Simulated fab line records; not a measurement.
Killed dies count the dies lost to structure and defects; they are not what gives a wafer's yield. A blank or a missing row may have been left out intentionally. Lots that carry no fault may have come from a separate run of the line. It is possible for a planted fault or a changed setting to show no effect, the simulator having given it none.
fab line records | flow nand_harc | part 2 of 2: steps 28 to 37 of 37
record lots=5 | wafers=15 | last_day=24
route steps=1159 shown A_M1@1056 A_BONDPAD@1059 HYBRID_BOND@1094
lots that met no fault: from a run of the same line without faults
start_h: hours from the record's opening day to when the first of the lot's shown wafers began | wait_h: hours since the lot's step before | " repeats the value in the row above | L1.1+2: a row that stands for several wafers | - either no value or no given start | * or withheld: withheld | < > ~ a bound
route shown NAME@n: NAME is a module with steps in the file, n the number in the route of the first one | usual: mean/standard deviation taken from wafers without a fault | same: alike in all rows | chamber/n: place in a boat | sites: readings site by site | _std_site: how widely they spread, as a standard deviation | _edge_site: mean of outer sites minus mean of inner sites | radius_mm: for every site, how far away it sits from the centre of the wafer | mask NAME#n: copy n | behind: the last tool/chamber to shape the wafer | hold: why the lot was held/for how many hours/how that ended | device: names the non-switching transistor (n, p or np) | end of line: the same wafers' tests at the end of the route | for a step that has no rows: nothing shown but its recipe | killed: at the first sort, the dies lost to defects and structure; wafer yield is something else | map: dies across one wafer; x = killed, . = not, _ = none there
set.NAME: the setting the step ran with; set.NAME@STEP: the setting that earlier step ran with | model.NAME: the simulator's own value behind a step, which no gauge read
lots at some steps of the route; a table a step, a row a wafer
services: when a tool's chamber went out of use (start_h, in hours from the record's first day, below 0 if earlier), for how many hours, and the reason
## steps
# step NHARC_A_BONDPAD_PRE_CLEAN_26
# recipe time_s=30 | temp_c=280 | gas=H2/He
# usual heater_power_w=411/40
lot.wafer | tool           | chamber | start_h | wait_h | heater_power_w
L080.4    | pvd_sputter-02 | -       | -       | -      | 412
L080.3    | "              | -       | "       | "      | 426
L080.2    | "              | -       | "       | "      | 360
L085.4    | pvd_sputter-01 | -       | -       | -      | 365
L085.2    | "              | -       | "       | "      | 445
L085.3    | "              | -       | "       | "      | 463
L084.3    | pvd_sputter-01 | -       | -       | -      | 454
L084.1    | "              | -       | "       | "      | 468
L084.6    | "              | -       | "       | "      | 393
L091.2    | pvd_sputter-02 | -       | -       | -      | 445
L091.4    | "              | -       | "       | "      | 358
L091.5    | "              | -       | "       | "      | 439
L095.1    | pvd_sputter-01 | -       | -       | -      | 375
L095.4    | "              | -       | "       | "      | 445
L095.6    | "              | -       | "       | "      | 377
# step NHARC_A_BONDPAD_PVD_17
# recipe target_thk_a=50 | bias_v=168.6 | power_w=15000 | chamber_pressure_pa=0.12 | time_s=8.06 | substrate_temp_c=50 | material=TaN
# usual throttle_valve_pct=29.9/1.2
lot.wafer | tool           | chamber | start_h | wait_h | throttle_valve_pct
L080.4    | pvd_sputter-02 | -       | -       | -      | 27.9
L080.3    | "              | -       | "       | "      | 31.2
L080.2    | "              | -       | "       | "      | 30.5
L085.2    | pvd_sputter-01 | -       | -       | -      | 30.2
L085.3    | "              | -       | "       | "      | 28.0
L085.4    | "              | -       | "       | "      | 30.6
L084.1    | pvd_sputter-01 | -       | -       | -      | 30.8
L084.3    | "              | -       | "       | "      | 30.4
L084.6    | "              | -       | "       | "      | 30.6
L091.4    | pvd_sputter-02 | -       | -       | -      | 28.4
L091.2    | "              | -       | "       | "      | 30.5
L091.5    | "              | -       | "       | "      | 29.0
L095.4    | pvd_sputter-01 | -       | -       | -      | 29.4
L095.1    | "              | -       | "       | "      | 28.0
L095.6    | "              | -       | "       | "      | 31.0
# step NHARC_A_BONDPAD_PVD_27
# recipe target_thk_a=300 | chamber_pressure_pa=5 | power_w=5000 | substrate_temp_c=30 | time_s=20.49 | material=Cu
# usual throttle_valve_pct=30.0/1.2
lot.wafer | tool           | chamber | start_h | wait_h | throttle_valve_pct
L080.3    | pvd_sputter-02 | -       | -       | -      | 30.3
L080.2    | "              | -       | "       | "      | 28.7
L080.4    | "              | -       | "       | "      | 28.0
L085.4    | pvd_sputter-01 | -       | -       | -      | 30.6
L085.2    | "              | -       | "       | "      | 30.6
L085.3    | "              | -       | "       | "      | 30.4
L084.3    | pvd_sputter-01 | -       | -       | -      | 30.8
L084.1    | "              | -       | "       | "      | 27.6
L084.6    | "              | -       | "       | "      | 30.5
L091.2    | pvd_sputter-02 | -       | -       | -      | 30.2
L091.4    | "              | -       | "       | "      | 28.4
L091.5    | "              | -       | "       | "      | 31.4
L095.1    | pvd_sputter-01 | -       | -       | -      | 31.0
L095.4    | "              | -       | "       | "      | 30.4
L095.6    | "              | -       | "       | "      | 30.9
# step NHARC_A_BONDPAD_ECD_18
# recipe target_thk_a=4000 | bath_temp_c=25 | material=Cu
lot.wafer  | tool      | chamber | start_h | wait_h
L080.2+4+3 | ecd_cu-02 | 0,1,0   | 451.40  | -
L085.2+4+3 | ecd_cu-02 | 1,0,1   | 474.87  | -
L084.1+3+6 | ecd_cu-02 | 0       | 476.29  | -
L091.2+4+5 | ecd_cu-02 | 1,0,0   | 510.27  | -
L095.1+4+6 | ecd_cu-01 | 1,0,1   | 533.97  | -
# step NHARC_A_BONDPAD_ANNEAL_28
# recipe temp_c=225 | time_s=90
# usual wafer_temp_C_max=226.0/0.41
lot.wafer | tool          | chamber | start_h | wait_h | wafer_temp_C_max
L080.2    | rtp_anneal-02 | 0       | 451.78  | 0.3    | 226.2
L080.3    | "             | 0       | "       | "      | 226.6
L080.4    | "             | 0       | "       | "      | 227.0
L085.2    | rtp_anneal-01 | 0       | 475.67  | 0.7    | 225.8
L085.3    | "             | 0       | "       | "      | 226.1
L085.4    | "             | 0       | "       | "      | 225.9
L084.1    | rtp_anneal-01 | 0       | 476.67  | 0.3    | 225.7
L084.3    | "             | 0       | "       | "      | 226.0
L084.6    | "             | 0       | "       | "      | 226.0
L091.2    | rtp_anneal-01 | 0       | 510.70  | -      | 225.8
L091.4    | "             | 0       | "       | "      | 225.3
L091.5    | "             | 0       | "       | "      | 225.4
L095.1    | rtp_anneal-01 | 0       | 534.30  | 0.3    | 225.7
L095.4    | "             | 0       | "       | "      | 225.6
L095.6    | "             | 0       | "       | "      | 225.6
# step NHARC_A_BONDPAD_CMP_19
# recipe t_overpolish_s=30 | cu_recess_touch_s=16 | target_thk_nm=169.8
# usual motor_current_A=12.3/1.3 | overpolish_run_s=30.001/0.0097 | retaining_ring_pressure_frac=1.000/0.0052 | slurry_filter_dp_kPa=13.48/0.14
lot.wafer | tool   | chamber | start_h | wait_h | motor_current_A | overpolish_run_s | retaining_ring_pressure_frac | slurry_filter_dp_kPa
L080.4    | cmp-04 | 1       | 452.10  | -      | 15.0            | 30.010           | 0.996                        | 13.61
L080.2    | "      | 2       | "       | "      | 13.0            | 30.008           | 0.999                        | 13.25
L080.3    | "      | 3       | "       | "      | 11.3            | 29.999           | 0.992                        | 13.52
L085.4    | cmp-03 | 0       | 475.96  | -      | 12.1            | 29.997           | 0.995                        | 13.34
L085.3    | "      | 2       | "       | "      | 10.7            | 30.018           | 0.999                        | 13.57
L085.2    | "      | 3       | "       | "      | 12.6            | 30.000           | 1.002                        | 13.63
L084.1    | cmp-03 | 3       | 477.10  | -      | 12.4            | 30.002           | 1.002                        | 13.23
L084.3    | "      | 0       | "       | "      | 12.6            | 30.018           | 0.991                        | 13.57
L084.6    | "      | 1       | "       | "      | 12.8            | 29.985           | 1.007                        | 13.74
L091.2    | cmp-03 | 1       | 510.99  | -      | 13.6            | 29.997           | 1.002                        | 13.42
L091.4    | "      | 3       | "       | "      | 12.8            | 29.991           | 1.001                        | 13.44
L091.5    | "      | 2       | "       | "      | 10.2            | 29.994           | 1.001                        | 13.01
L095.4    | cmp-01 | 1       | 534.68  | -      | 11.3            | 29.999           | 0.996                        | 13.55
L095.1    | "      | 2       | "       | "      | 10.3            | 30.000           | 1.001                        | 13.59
L095.6    | "      | 0       | "       | "      | 12.2            | 30.005           | 1.000                        | 13.39
# step NHARC_A_BONDPAD_THK_MEAS_20
# recipe thk_meas_gauge=xrf
# usual thk_nm=170.0/1.5
lot.wafer | tool          | chamber | start_h | wait_h | thk_nm
L080.2    | film_metro-01 | -       | 452.39  | -      | 169.7
L080.3    | "             | -       | "       | "      | 168.0
L080.4    | "             | -       | "       | "      | 169.9
L085.2    | film_metro-02 | -       | 476.29  | -      | 171.3
L085.3    | "             | -       | "       | "      | 169.6
L085.4    | "             | -       | "       | "      | 168.8
L084.1    | film_metro-01 | -       | 477.36  | -      | 168.2
L084.3    | "             | -       | "       | "      | 170.8
L084.6    | "             | -       | "       | "      | 171.5
L091.2    | film_metro-02 | -       | 511.31  | -      | 172.7
L091.4    | "             | -       | "       | "      | 170.4
L091.5    | "             | -       | "       | "      | 170.3
L095.1    | film_metro-02 | -       | 534.97  | -      | 167.7
L095.4    | "             | -       | "       | "      | 166.8
L095.6    | "             | -       | "       | "      | 171.2
# step NHARC_A_BONDPAD_SRD_21
# recipe time_s=30 | temp_c=23 | dry_time_s=20 | spin_rpm=1500
lot.wafer  | tool         | chamber | start_h | wait_h
L080.4+2+3 | wet_bench-08 | 5,6,0   | 452.43  | 0.0
L085.2+4+3 | wet_bench-08 | 7,2,4   | 476.33  | 0.0
L084.6+3+1 | wet_bench-10 | 6,0,1   | 477.41  | 0.0
L091.5+4+2 | wet_bench-08 | 6,7,2   | 511.35  | 0.0
L095.1+6+4 | wet_bench-10 | 3,4,5   | 535.03  | 0.1
# step NHARC_A_BONDPAD_INSPECT_23
# usual raw_defect_count=501/150
lot.wafer | tool              | chamber | start_h | wait_h | raw_defect_count
L080.2    | defect_inspect-02 | -       | 452.60  | 0.0    | 494
L080.3    | "                 | -       | "       | "      | 510
L080.4    | "                 | -       | "       | "      | 567
L085.2    | defect_inspect-01 | -       | 476.51  | 0.0    | 385
L085.3    | "                 | -       | "       | "      | 396
L085.4    | "                 | -       | "       | "      | 523
L084.1    | defect_inspect-02 | -       | 477.57  | 0.0    | 408
L084.3    | "                 | -       | "       | "      | 341
L084.6    | "                 | -       | "       | "      | 337
L091.2    | defect_inspect-01 | -       | 511.51  | 0.0    | 534
L091.4    | "                 | -       | "       | "      | 493
L091.5    | "                 | -       | "       | "      | 681
L095.1    | defect_inspect-01 | -       | 535.18  | 0.0    | 383
L095.4    | "                 | -       | "       | "      | 360
L095.6    | "                 | -       | "       | "      | 397
# step NHARC_HYBRID_BOND_ACTIVATE_00
# recipe time_s=60 | n2_flow_sccm=200 | ar_flow_sccm=0 | bias_power_w=0 | chemistry=N2
# usual drypump_motor_current_A=5.6/0.52 | oes_product_au=1.002/0.0081 | rf_vpp_V=64.4/0.94 | showerhead_plenum_p_Torr=1.83/0.073
lot.wafer | tool        | chamber | start_h | wait_h | drypump_motor_current_A | oes_product_au | rf_hours_counter_h | rf_vpp_V | showerhead_plenum_p_Torr
L080.3    | rie_diel-13 | 2       | 452.66  | 0.1    | 6.5                     | 0.992          | 16                 | 65.9     | 1.87
L080.2    | "           | 3       | "       | "      | 5.1                     | 0.999          | 16                 | 64.2     | 1.71
L080.4    | "           | 1       | "       | "      | 5.5                     | 0.996          | 17                 | 63.5     | 1.88
L085.4    | rie_diel-13 | 2       | 476.57  | 0.1    | 6.5                     | 0.993          | 2                  | 65.5     | 1.87
L085.3    | "           | 3       | "       | "      | 5.1                     | 1.014          | 2                  | 63.8     | 1.71
L085.2    | "           | 1       | "       | "      | 5.5                     | 1.000          | 2                  | 65.5     | 1.88
L084.1    | rie_diel-13 | 1       | 477.64  | 0.1    | 5.5                     | 1.002          | 2                  | 64.8     | 1.88
L084.3    | "           | 2       | "       | "      | 6.5                     | 0.987          | 3                  | 64.0     | 1.87
L084.6    | "           | 1       | "       | "      | 5.5                     | 1.006          | -                  | 66.2     | 1.88
L091.2    | rie_diel-13 | 3       | 511.60  | 0.1    | 5.1                     | 1.017          | 5                  | 63.5     | 1.71
L091.4    | "           | 0       | "       | "      | 5.4                     | 1.022          | 5                  | 64.1     | 1.88
L091.5    | "           | 1       | "       | "      | 5.5                     | 1.024          | -                  | 63.4     | 1.88
L095.1    | rie_diel-07 | 3       | 535.25  | 0.1    | 5.8                     | 0.994          | 48                 | 63.7     | 1.63
L095.4    | "           | 0       | "       | "      | 4.8                     | 1.005          | 47                 | 65.8     | 1.89
L095.6    | "           | 3       | "       | "      | 5.8                     | 0.987          | -                  | 63.2     | 1.63
## services
tool           | chamber | start_h | hours | kind
krf_scanner-01 | -       | 428.00  | 4.0   | pm
rie_diel-09    | -       | 431.13  | 9.0   | pm
pvd_sputter-01 | -       | 435.69  | 2.1   | repair
ecd_cu-02      | -       | 441.16  | 4.8   | repair
cmp-03         | -       | 442.01  | 0.3   | repair
cmp-03         | -       | 450.09  | 4.0   | pm
krf_scanner-03 | -       | 452.21  | 5.4   | repair
rie_diel-13    | -       | 453.00  | 9.0   | pm
pecvd-03       | -       | 473.26  | 13.0  | pm
cmp-01         | -       | 473.65  | 4.0   | pm
rie_diel-09    | 2       | 479.59  | 2.0   | repair
pecvd-04       | -       | 486.03  | 0.9   | repair
pecvd-04       | -       | 490.01  | 1.8   | repair
cmp-01         | -       | 492.59  | 4.4   | repair
cmp-04         | -       | 497.25  | 4.0   | pm
pvd_sputter-01 | -       | 498.02  | 3.1   | repair
krf_scanner-03 | -       | 505.51  | 0.4   | repair
rie_diel-09    | 2       | 508.61  | 36.4  | repair
litho_track-02 | -       | 515.00  | 7.0   | pm
pecvd-02       | -       | 515.07  | 13.0  | pm
krf_scanner-03 | -       | 517.44  | 4.0   | pm
pvd_sputter-01 | -       | 518.10  | 10.0  | pm
pecvd-04       | -       | 528.53  | 13.2  | repair
ecd_cu-02      | -       | 533.07  | 8.0   | pm
